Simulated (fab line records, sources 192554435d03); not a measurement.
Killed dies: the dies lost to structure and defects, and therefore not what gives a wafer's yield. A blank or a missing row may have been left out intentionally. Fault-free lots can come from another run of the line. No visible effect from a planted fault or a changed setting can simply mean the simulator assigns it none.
fab line records + flow n5Finfet
[record]
- lots = 5
- wafers = 13
- lastDay = 20
route steps=1938 shown DUMMY_GATE@247 SPACER0@258 SD_EPI_N@262 SD_EPI_P@326 BEOL_M4@1111 PASSIVATION@1936
lots untouched by any fault: they come from a run of this same line in which no faults occurred
startH: hours from the record's first day to the start of the lot's first wafer shown + waitH: hours elapsed since this lot's preceding step + " the same as in the row above + L1.1+2: a row that stands for several wafers + - no value, or no start given + * or withheld: withheld + < > ~ a bound
route shown NAME@n: a module of which the file shows steps, and the number in the route of the first + usual: mean/standard deviation of fault-free wafers + same: alike in all rows + chamber/n: place in a boat + sites: readings site by site + _std_site: their standard deviation + _edge_site: inner sites' mean taken away from outer sites' mean + radiusMm: how far each site lies from the wafer's centre + mask NAME#n: copy n + behind: the last tool/chamber to shape the wafer + hold: why the lot went on hold/how many hours it stayed there/how the hold came to an end + device: the n, p or np transistor that did not switch + end of line: tests of these same wafers at the route's end + a step without rows: its recipe alone + killed: not the wafer's yield, but the dies lost to structure and defects at the first sort + map: a wafer's dies, x killed, . not, _ none there
set.NAME: the setting that was run; set.NAME@STEP: the one run at that earlier step + model.NAME: the simulator's own value behind a step, which no gauge read
lots seen at some steps along the route; tables by step, rows by wafer
services: from which hour (startH, from the record's first day; less than 0 if before it) a tool's chamber was out of use, for how many hours, and why
[[steps]]
[step N5_DUMMY_GATE_ETCH_23]
[recipe]
- chemistry = HBr/Cl2/O2
- HBr_flow_sccm = 150
- Cl2_flow_sccm = 80
- O2_flow_sccm = 12
- biasW = 102
- targetDepthA = 410
- timeS = 22.3
- target = poly-Si
- maskMaterial = SiO2
- pressureMtorr = 10
- icpW = 800
[step N5_DUMMY_GATE_ETCH_44]
[recipe]
- chemistry = HBr/O2
- overEtchFrac = 0.7
- targetDepthA = 1275
- stopOn = SiO2
- ionEnergyEv = 60
- biasW = 20
- target = poly-Si
- maskMaterial = SiO2
- pressureMtorr = 20
- icpW = 400
- HBr_flow_sccm = 120
- O2_flow_sccm = 10
[step N5_DUMMY_GATE_ETCH_42]
[recipe]
- chemistry = CHF3/O2
- target = SiO2
- targetDepthA = 35
- timeS = 31
- ionEnergyEv = 30
- biasW = 12
- pressureMtorr = 30
- sourceW = 600
- Ar_flow_sccm = 200
- CHF3_flow_sccm = 50
- O2_flow_sccm = 5
[step N5_DUMMY_GATE_STRIP_48]
[recipe]
- chemistry = N2/H2
- timeS = 20
- powerW = 100
- tempC = 40
- pressureMtorr = 100
- rfFrequencyHz = 6e+07
- biasPowerW = 3
- n2FlowSccm = 300
- h2FlowSccm = 300
[step N5_DUMMY_GATE_PRECLEAN_33]
[recipe]
- chemistry = dHF
- timeS = 10
- dilution = 750:1
- tempC = 25
[step N5_DUMMY_GATE_PRECLEAN_25]
[recipe]
- chemistry = O3/DIW
- timeS = 45
- tempC = 22
- o3Ppm = 10
[step N5_DUMMY_GATE_PRECLEAN_51]
[recipe]
- chemistry = SC2
- timeS = 45
- tempC = 35
- mix = 1:1:50
[step N5_DUMMY_GATE_SRD_26]
[recipe]
- dry = ipaMarangoni
- timeS = 30
- tempC = 23
- rinseLiquid = diw
[step N5_DUMMY_GATE_UV_OZONE_45]
[recipe]
- timeS = 120
- pressureTorr = 760
- tempC = 25
[step N5_SPACER0_ALD_07]
[recipe]
- material = SiNx
- targetThkA = 20
- tempC = 400
- aldPrecursorFamily = SiH2I2
- aldCoReactant = N2/H2-plasma
- pressureTorr = 2
[step N5_SPACER0_ALD_00]
[recipe]
- material = SiOCN
- targetThkA = 35
- tempC = 400
- aldPrecursorFamily = alkyl-aminosilane
- aldCoReactant = O2/N2-plasma
- pulseTimeS = 3
- purgeTimeS = 2
- coReactantPurgeTimeS = 2
- aldCycles = 58
- pressureTorr = 2
[usual]
- aldCycles = 58/0
- chamberPressureTorr = 2.001/0.0048
- heaterPowerW = 853/93
- precursorPulseHeightRel = 0.999/0.021
| lot.wafer | tool      | chamber | startH | waitH | aldCycles | chamberPressureTorr | heaterPowerW | precursorPulseHeightRel | model.SiOCN_of_SPACER0_ALD_00.thkNm |
|-----------|-----------|---------|--------|-------|-----------|---------------------|--------------|-------------------------|-------------------------------------|
| L596.1    | aldSin-01 | 2       | 82.92  | 0.1   | 39        | 2.013               | 774          | 0.998                   | 2.4                                 |
| L596.6    | "         | 3       | "      | "     | 58        | 2.000               | 754          | 0.999                   | 3.4                                 |
| L597.1    | aldSin-01 | 1       | 92.72  | 0.1   | 39        | 2.004               | 965          | 1.005                   | 2.4                                 |
| L597.4    | "         | 2       | "      | "     | 39        | 1.997               | 773          | 0.987                   | 2.4                                 |
| L597.6    | "         | 0       | "      | "     | 58        | 2.007               | 849          | 0.990                   | 3.4                                 |
| L599.1    | aldSin-01 | 3       | 100.64 | 0.1   | 39        | 2.011               | 760          | 1.005                   | 2.4                                 |
| L599.3    | "         | 2       | "      | "     | 58        | 2.007               | 779          | 0.981                   | 3.4                                 |
| L606.1    | aldSin-03 | 2       | 136.76 | 0.1   | 58        | 1.999               | 940          | 0.995                   | 3.4                                 |
| L606.3    | "         | 0       | "      | "     | 58        | 2.003               | 653          | 0.986                   | 3.4                                 |
| L606.5    | "         | 0       | "      | "     | 58        | 2.007               | 639          | 0.963                   | 3.4                                 |
| L613.1    | aldSin-01 | 0       | 180.29 | 0.1   | 58        | 2.004               | 851          | 1.017                   | 3.4                                 |
| L613.5    | "         | 2       | "      | "     | 58        | 2.006               | 771          | 0.967                   | 3.4                                 |
| L613.6    | "         | 1       | "      | "     | 58        | 1.992               | 957          | 1.000                   | 3.6                                 |
[step N5_SPACER0_ALD_08]
[recipe]
- material = SiNx
- targetThkA = 20
- tempC = 400
- aldPrecursorFamily = SiH2I2
- aldCoReactant = N2/H2-plasma
- pressureTorr = 2
[step N5_SD_EPI_N_COAT_32]
[recipe]
- resist = SOC
- tempC = 250
- timeS = 60
- spinRpm = 1500
- resistThkNm = 350
[step N5_SD_EPI_N_COAT_33]
[recipe]
- resist = SiARC
- tempC = 220
- timeS = 60
- spinRpm = 1500
- resistThkNm = 35
[step N5_SD_EPI_N_COAT_03]
[recipe]
- resist = CAR-ArF-block
- spinRpm = 1500
- resistThkNm = 150
[step N5_SD_EPI_N_EBR_05]
[recipe]
- solvent = PGMEA
- ebrWidthMm = 1.5
[step N5_SD_EPI_N_SOFTBAKE_04]
[recipe]
- tempC = 110
- timeS = 60
- resist = CAR-ArF-block
[step N5_SD_EPI_N_EXPOSE_06]
[recipe]
- maskId = SD_N_BLK
- na = 1.35
- sourceShape = conventional
- sigmaOuter = 0.8
- polarization = unpolarized
- targetCdNm = 120
- doseMj = 39.75
[step N5_SD_EPI_N_PEB_07]
[recipe]
- pebTempC = 110
- pebTimeS = 60
- resist = CAR-ArF-block
[step N5_SD_EPI_N_DEVELOP_08]
[recipe]
- developTimeS = 30
- developer = TMAH
- resist = CAR-ArF-block
- devTempC = 23
- rinseLiquid = diw
- dry = airSpin
[step N5_SD_EPI_N_DESCUM_14]
[recipe]
- chemistry = O2
- timeS = 7.9
- sourcePowerW = 50
- biasPowerW = 20
- pressureMtorr = 20
- rfFrequencyHz = 2.712e+07
- tempC = 40
- resist = CAR-ArF-block
- o2FlowSccm = 225
[step N5_SD_EPI_N_ETCH_34]
[recipe]
- chemistry = CF4
- target = SiARC
- targetDepthA = 455
- maskMaterial = CAR-ArF-block
- timeS = 75.8
- ionEnergyEv = 80
- pressureMtorr = 40
- sourceW = 545
- biasW = 36
- Ar_flow_sccm = 100
- cf4FlowSccm = 100
- ends = cleared
[step N5_SD_EPI_N_ETCH_35]
[recipe]
- chemistry = N2/H2
- target = SOC
- overetchA = 1080
- maskMaterial = SiARC
- tempC = 40
- ionEnergyEv = 100
- sourceW = 3000
- biasW = 133
- pressureMtorr = 20
- timeS = 486
- n2FlowSccm = 200
- h2FlowSccm = 200
[step N5_SD_EPI_N_STRIP_36]
[recipe]
- chemistry = N2/H2
- tempC = 40
- n2FlowSccm = 200
- h2FlowSccm = 200
- rfFrequencyHz = 6e+07
[step N5_SD_EPI_N_ETCHBACK_44]
[recipe]
- chemistry = CH3F/O2
- mode = anisotropicEtchback
- target = SiNx
- targetDepthA = 145
- stopOn = SiO2
- overEtchFrac = 0.3
- ionEnergyEv = 120
- pressureMtorr = 30
- sourceW = 395
- biasW = 73
- Ar_flow_sccm = 150
- CH3F_flow_sccm = 30
- O2_flow_sccm = 20
[step N5_SD_EPI_N_ETCH_45]
[recipe]
- chemistry = CH3F/O2
- target = SiOCN
- targetDepthA = 60
- maskMaterial = SOC
- ionEnergyEv = 60
- biasW = 29
- pressureMtorr = 15
- sourceW = 410
- Ar_flow_sccm = 150
- CH3F_flow_sccm = 30
- O2_flow_sccm = 20
[step N5_SD_EPI_N_ETCH_16]
[recipe]
- chemistry = CHF3/O2
- target = SiO2
- targetDepthA = 50
- maskMaterial = SOC
- pressureMtorr = 30
- sourceW = 650
- biasW = 170
- Ar_flow_sccm = 200
- CHF3_flow_sccm = 50
- O2_flow_sccm = 5
- ionEnergyEv = 200
[step N5_SD_EPI_N_STRIP_47]
[recipe]
- chemistry = CHF3/O2
- resist = SiARC
- rfFrequencyHz = 6e+07
[step N5_SD_EPI_N_SD_RECESS_17]
[recipe]
- chemistry = HBr/Cl2/O2
- targetDepthA = 410
- maskMaterial = SOC
- timeS = 23.7
- btTimeS = 3
- pressureMtorr = 10
- icpW = 800
- biasW = 112
- HBr_flow_sccm = 150
- Cl2_flow_sccm = 80
- O2_flow_sccm = 12
[step N5_SD_EPI_N_STRIP_38]
[recipe]
- chemistry = N2/H2
- powerW = 1000
- tempC = 250
- h2Frac = 0.65
- overashFraction = 0.3
- pressureMtorr = withheld
- n2FlowSccm = 1750
- h2FlowSccm = 3250
[step N5_SD_EPI_N_WET_ETCH_43]
[recipe]
- chemistry = dHF
- dilution = withheld
- timeS = 14
- target = SiO2
- targetDepthA = 15
- tempC = 25
[step N5_SD_EPI_N_STRIP_18]
[recipe]
- chemistry = SPM
- timeS = 750
- tempC = 130
- h2so4H2o2VolRatio = 4
[step N5_SD_EPI_N_SRD_20]
[recipe]
- dry = ipaMarangoni
- doPpb = 5
- timeS = 30
- tempC = 23
- rinseLiquid = diw
[step N5_SD_EPI_N_PRECLEAN_48]
[recipe]
- chemistry = NF3:NH3
- afsCycles = 2
- tempC = 30
- timeS = 20
- sublimationTempC = 180
- sublimationTimeS = 60
- pressureTorr = 3
- rfPowerW = 30
[step N5_SD_EPI_N_VAPOR_ETCH_50]
[recipe]
- chemistry = HCl
- target = Si
- tempC = 775
- timeS = 54
- pressureTorr = 20
- mode = isotropic
[step N5_SD_EPI_N_EPI_21]
[recipe]
- material = Si:P
- dopant = P
- tempC = 680
- pressureTorr = 255
- timeS = 690
[step N5_SD_EPI_P_PRECLEAN_32]
[recipe]
- chemistry = dHF
- timeS = 10
- dilution = 500:1
- tempC = 25
| lot.wafer  | tool        | chamber | startH | waitH | model.SiOCN_of_SPACER0_ALD_00.thkNm |
|------------|-------------|---------|--------|-------|-------------------------------------|
| L596.1     | wetBench-01 | 3       | 92.40  | 0.0   | 2.4                                 |
| L596.6     | "           | 6       | "      | "     | 3.4                                 |
| L597.1     | wetBench-03 | 0       | 102.05 | 0.0   | 2.4                                 |
| L597.4     | "           | 3       | "      | "     | 2.2                                 |
| L597.6     | "           | 1       | "      | "     | 3.4                                 |
| L599.1     | wetBench-01 | 2       | 110.03 | 0.0   | 2.4                                 |
| L599.3     | "           | 0       | "      | "     | 3.4                                 |
| L606.1+3+5 | wetBench-04 | 5,4,0   | 146.53 | 0.0   | 3.4                                 |
| L613.1+5+6 | wetBench-04 | 7,1,0   | 189.31 | 0.0   | 3.4                                 |
[step N5_BEOL_M4_RC_MEAS_101]
[usual]
- DIBL_N = 37.1/2.6
- DIBL_P = 38/3
- IOFF_N = 0.18/0.052
- IOFF_N_85C = 3.5/0.83
- IOFF_N_LIN = 0.082/0.018
- IOFF_P = 0.25/0.06
- IOFF_P_85C = 4.3/0.85
- IOFF_P_LIN = 0.114/0.02
- ION_N = 678/15
- ION_P = 467/8.6
- REXT_N = 75.8/2
- REXT_P = 101/3.1
- SS_N = 71.7/0.73
- SS_P = 73.7/0.89
- VT_N = 249/4.3
- VT_N_LVT = 97/4.3
- VT_P = -248/3.8
- VT_P_LVT = -97/3.3
| lot.wafer | tool      | chamber | startH | waitH | DIBL_N[mV/V] | DIBL_P[mV/V] | IOFF_N[nA/um] | IOFF_N_85C[nA/um] | IOFF_N_LIN[nA/um] | IOFF_P[nA/um] | IOFF_P_85C[nA/um] | IOFF_P_LIN[nA/um] | ION_N[uA/um] | ION_P[uA/um] | REXT_N[ohm.um] | REXT_P[ohm.um] | SS_N[mV/dec] | SS_P[mV/dec] | VT_N[mV] | VT_N_LVT[mV] | VT_P[mV] | VT_P_LVT[mV] |
|-----------|-----------|---------|--------|-------|--------------|--------------|---------------|-------------------|-------------------|---------------|-------------------|-------------------|--------------|--------------|----------------|----------------|--------------|--------------|----------|--------------|----------|--------------|
| L597.1    | prober-01 | 0       | 265.52 | 0.0   | 45.4         | 45           | 0.37          | 6.3               | 0.148             | 0.55          | 8.0               | 0.211             | 734          | 511          | 65.2           | 91             | 73.1         | 74.8         | 238      | 84           | -231     | -81          |
| L597.4    | "         | 0       | "      | "     | 45.5         | 45           | 0.39          | 6.5               | 0.155             | 0.62          | 8.8               | 0.232             | 730          | 519          | 64.2           | 88             | 73.2         | 75.1         | 232      | 82           | -228     | -80          |
| L597.6    | "         | 0       | "      | "     | 37.8         | 39           | 0.19          | 3.6               | 0.087             | 0.29          | 4.7               | 0.127             | 697          | 486          | 74.1           | 100            | 71.2         | 73.8         | 247      | 95           | -244     | -93          |
| L596.1    | prober-02 | 0       | 272.96 | 0.0   | 43.8         | 44           | 0.36          | 6.2               | 0.145             | 0.55          | 8.4               | 0.213             | 717          | 501          | 66.3           | 91             | 73.2         | 74.9         | 239      | 87           | -234     | -82          |
| L596.6    | "         | 0       | "      | "     | 35.8         | 35           | 0.15          | 3.0               | 0.070             | 0.22          | 3.8               | 0.102             | 666          | 465          | 75.0           | 106            | 71.7         | 73.3         | 252      | 102          | -250     | -99          |
| L599.1    | prober-02 | 0       | 285.00 | 0.0   | 43.7         | 40           | 0.32          | 5.6               | 0.130             | 0.43          | 6.6               | 0.187             | 736          | 508          | 63.9           | 90             | 72.0         | 74.1         | 237      | 85           | -235     | -84          |
| L599.3    | "         | 0       | "      | "     | 40.0         | 39           | 0.22          | 4.1               | 0.094             | 0.29          | 4.8               | 0.128             | 679          | 467          | 72.9           | 101            | 73.0         | 74.0         | 247      | 95           | -245     | -94          |
| L606.1    | prober-01 | 0       | 317.15 | 0.0   | 35.4         | 36           | 0.13          | 2.6               | 0.062             | 0.21          | 3.7               | 0.101             | 662          | 464          | 76.4           | 100            | 71.3         | 73.9         | 255      | 103          | -251     | -99          |
| L606.3    | "         | 0       | "      | "     | 35.0         | 36           | 0.13          | 2.7               | 0.066             | 0.22          | 3.7               | 0.105             | 669          | 464          | 78.4           | 101            | 70.7         | 73.9         | 254      | 102          | -249     | -98          |
| L606.5    | "         | 0       | "      | "     | 36.1         | 38           | 0.15          | 3.0               | 0.076             | 0.25          | 4.2               | 0.117             | 682          | 473          | 78.4           | 100            | 71.1         | 74.1         | 250      | 98           | -247     | -96          |
| L613.1    | prober-02 | 0       | 367.66 | 0.0   | 35.7         | 37           | 0.16          | 3.1               | 0.074             | 0.21          | 3.7               | 0.101             | 676          | 466          | 76.9           | 99             | 71.6         | 73.2         | 247      | 98           | -249     | -97          |
| L613.5    | "         | 0       | "      | "     | 40.8         | 43           | 0.26          | 4.7               | 0.104             | 0.33          | 5.4               | 0.133             | 675          | 463          | 77.6           | 101            | 73.7         | 74.7         | 246      | 94           | -245     | -93          |
| L613.6    | "         | 0       | "      | "     | 35.8         | 37           | 0.18          | 3.4               | 0.081             | 0.23          | 4.0               | 0.108             | 694          | 475          | 76.8           | 100            | 70.6         | 74.2         | 249      | 94           | -246     | -96          |
[step N5_PASSIVATION_PROBE_49]
[usual]
- defectLimitedYield = 91.4/1.4
- killed_at_M0_to_M3 = 34/9.1
- killed_at_M4_up = 14/5.2
- killedAtContacts = 12/6.4
- killedAtFrontEnd = 38/11
- killedAtOther = 3.7/2.8
- killedDies = 102/17
- killedOpen = 68/13
- killedShort = 32/7.8
- sort_bin_4_leakage = 0.05/0.3
- sort_bin_5_function = 5.1/1
- sort_bin_6_memory = 3.2/0.66
- sort_bin_8_speed = 0.1/0.92
- sortNPass = 1076/19
- sortYieldPct = 91.2/1.6
[same]
- grossDies = 1180
- killedAtBackSide = 0
| lot.wafer | tool      | chamber | startH | waitH | defectLimitedYield[%] | killed_at_M0_to_M3 | killed_at_M4_up | killedAtContacts | killedAtFrontEnd | killedAtOther | killedDies | killedOpen | killedShort | sort_bin_4_leakage[%] | sort_bin_5_function[%] | sort_bin_6_memory[%] | sort_bin_8_speed[%] | sortNPass | sortYieldPct[%] |
|-----------|-----------|---------|--------|-------|-----------------------|--------------------|-----------------|------------------|------------------|---------------|------------|------------|-------------|-----------------------|------------------------|----------------------|---------------------|-----------|-----------------|
| L597.1    | prober-02 | -       | 363.42 | 0.0   | 92.2                  | 27                 | 10              | 11               | 42               | 2             | 92         | 60         | 27          | 12.29                 | 4.4                    | 3.1                  | 0                   | 943       | 79.9            |
| L597.4    | prober-02 | -       | 363.57 | 0.2   | 92.4                  | 44                 | 6               | 8                | 28               | 4             | 90         | 59         | 25          | 31.53                 | 4.5                    | 2.9                  | 0.1                 | 718       | 60.8            |
| L596.1    | prober-01 | -       | 387.55 | 0.0   | 91.6                  | 46                 | 17              | 3                | 32               | 1             | 99         | 66         | 25          | 17.80                 | 4.2                    | 3.9                  | 0                   | 871       | 73.8            |
| L599.1    | prober-02 | -       | 392.25 | 0.0   | 90.5                  | 44                 | 14              | 14               | 37               | 3             | 112        | 78         | 34          | 0.93                  | 6.4                    | 3.0                  | 0                   | 1057      | 89.6            |
// killed by level:class
L597.1 DUMMY_GATE:geometricParticle:open=16 MOL_CONTACT_COAG:geometricParticle:open=10 BEOL_M0_SAQP:geometricParticle:short=9 BEOL_M4:geometricParticle:open=8 FIN_SAQP:geometricParticle:short=6 BEOL_M3:geometricParticle:open=6 STI_FIN_REVEAL:geometricParticle:open=4 BEOL_M2:geometricParticle:open=4
L597.4 BEOL_M2:geometricParticle:open=11 BEOL_M1:geometricParticle:open=9 MOL_CONTACT_COAG:geometricParticle:open=8 BEOL_M0:geometricParticle:open=8 FIN_SAQP:geometricParticle:short=7 BEOL_M0_SAQP:geometricParticle:short=7 FIN_SAQP:geometricParticle:open=4 STI_FIN_REVEAL:geometricParticle:open=4
L596.1 BEOL_M1:geometricParticle:open=14 STI_FIN_REVEAL:geometricParticle:open=11 BEOL_M3:geometricParticle:open=9 BEOL_M2:geometricParticle:open=7 BEOL_M4:geometricParticle:open=7 FIN_SAQP:geometricParticle:short=4 DUMMY_GATE:geometricParticle:open=4 BEOL_M2:geometricParticle:short=3
L599.1 MOL_CONTACT_COAG:geometricParticle:open=13 BEOL_M2:geometricParticle:open=12 BEOL_M3:geometricParticle:open=11 FIN_SAQP:geometricParticle:open=7 BEOL_M0_SAQP:geometricParticle:short=7 BEOL_M5:geometricParticle:open=6 BEOL_M1:geometricParticle:open=5 FIN_SAQP:geometricParticle:short=4
// map L596.1 (x killed, . not)
_________________............________________
______________...........x......_____________
___________.x....x..x..............__________
__________.....x...x..............x._________
________...............x...x..x.....x._______
_______..x.......x.xx...........x.x...x______
______......................x..........._____
_____....x..x..x.....x.............x.....____
____.............................xx.......___
___........x......................x........__
___..............x.....................x...__
__x.......x..x............x...x............._
__.......x....x...........x.x.........x....x_
_...........x......................x....x...x
_x...................xx............x.........
_........x..........x....x.x....x............
_............................................
_....xx................x..........x..........
_.............x......x.......................
_........x..xx......x...x.....x..............
_..................x.........................
__...................x......................_
__..................x........x......x......._
___.x.....x...........x.x....x.............__
___..x..........xx............x.........x.x__
____.....................x.....x..x.......___
_____.............................x.x....____
______.................x..x...x........._____
_______...........x....x...............______
________.x.......x...................._______
__________...............x..x......._________
___________....................x...__________
______________...........x......_____________
_________________.....x......________________
// map L597.1 (x killed, . not)
_________________.....x..x...________________
______________...x.............._____________
___________.......................x__________
__________.........................._________
________.....x..............x........._______
_______......x.........................______
______......x.......x..................._____
_____....................................____
____x...x..x.................x...........x___
___........................................__
___..................xx...x........x.......__
__..............x......xx................x.._
__..................x.x....................._
_..................xx.......x.....x...x......
_...........x.........x......................
_..............x.................x...........
_..............x.....x........x..............
_........xx....x...........x.............xx..
_........x...............x.......x.....x.....
_.x....x....x......x...xx....................
_....x.........x...............x.............
__.......x..x......x......x................._
__........x...................x........x...._
___.....x.x.............x..................__
___.....................x....x...........x.__
____......x.........x.......x.............___
_____.x..............x........xx........x____
______.....x..........x.....x.........x._____
_______.x.....................xx.......______
________...x.......................x.x_______
__________.................x.x......_________
___________........x...............__________
______________xx....x..........._____________
_________________............________________
[[services]]
| tool      | chamber | startH | hours | kind   |
|-----------|---------|--------|-------|--------|
| aldSin-01 | -       | 84.30  | 2.7   | repair |
| aldSin-01 | 2       | 103.47 | 10.7  | repair |
| aldSin-01 | 1       | 183.74 | 3.1   | repair |
[[key]]
[firstSign]
- step = N5_SPACER0_ALD_00
- reading = aldCycles
- direction = down
- sigmas = 99+
- usual = *
- struck = *
[effect]
- step = N5_BEOL_M4_RC_MEAS_101
- reading = REXT_N
- direction = down
- sigmas = 5.5
- usual = 75.8
- struck = 64.9
[effect]
- step = N5_BEOL_M4_RC_MEAS_101
- reading = ION_P
- direction = up
- sigmas = 5
- usual = 467
- struck = 510
[effect]
- step = N5_BEOL_M4_RC_MEAS_101
- reading = IOFF_P_LIN
- direction = up
- sigmas = 4.9
- usual = 0.114
- struck = 0.211
[effect]
- step = N5_BEOL_M4_RC_MEAS_101
- reading = IOFF_P
- direction = up
- sigmas = 4.7
- usual = 0.25
- struck = 0.54
[effect]
- step = N5_BEOL_M4_RC_MEAS_101
- reading = VT_P_LVT
- direction = up
- sigmas = 4.5
- usual = -97
- struck = -82
[effect]
- step = N5_BEOL_M4_RC_MEAS_101
- reading = IOFF_P_85C
- direction = up
- sigmas = 4.3
- usual = 4.3
- struck = 8.0
[effect]
- step = N5_BEOL_M4_RC_MEAS_101
- reading = VT_P
- direction = up
- sigmas = 4.1
- usual = -248
- struck = -232
[effect]
- step = N5_BEOL_M4_RC_MEAS_101
- reading = REXT_P
- direction = down
- sigmas = 3.6
- usual = 101
- struck = 90
[effect]
- step = N5_BEOL_M4_RC_MEAS_101
- reading = IOFF_N
- direction = up
- sigmas = 3.4
- usual = 0.18
- struck = 0.36
[effect]
- step = N5_BEOL_M4_RC_MEAS_101
- reading = IOFF_N_LIN
- direction = up
- sigmas = 3.4
- usual = 0.082
- struck = 0.145
[effect]
- step = N5_BEOL_M4_RC_MEAS_101
- reading = ION_N
- direction = up
- sigmas = 3.3
- usual = 678
- struck = 729
[effect]
- step = N5_BEOL_M4_RC_MEAS_101
- reading = IOFF_N_85C
- direction = up
- sigmas = 3.2
- usual = 3.5
- struck = 6.2
[effect]
- step = N5_PASSIVATION_PROBE_49
- reading = sort_bin_4_leakage
- direction = up
- sigmas = 53
- usual = 0.05
- struck = 15.64
[modelEffect]
- step = N5_SPACER0_ALD_00
- value = SiOCN_of_SPACER0_ALD_00.thkNm
- without = 3.55
- struck = 2.4
[modelEffect]
- step = N5_SD_EPI_P_PRECLEAN_32
- value = SiOCN_of_SPACER0_ALD_00.thkNm
- without = 3.4
- struck = 2.35
metAt N5_SPACER0_ALD_00
struckWafers L596.1,L597.1,L597.4,L599.1
[fault]
- kind = processParameterDrift
- tool = aldSin-01
- chamber = -
- onsetH = 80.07
- steps = N5_SPACER0_ALD_00
- channel = aldCycles
- offset = *
- shape = step
- endH = 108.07
- scope = struckWafersOnly
- actsIn = *
- stated = *
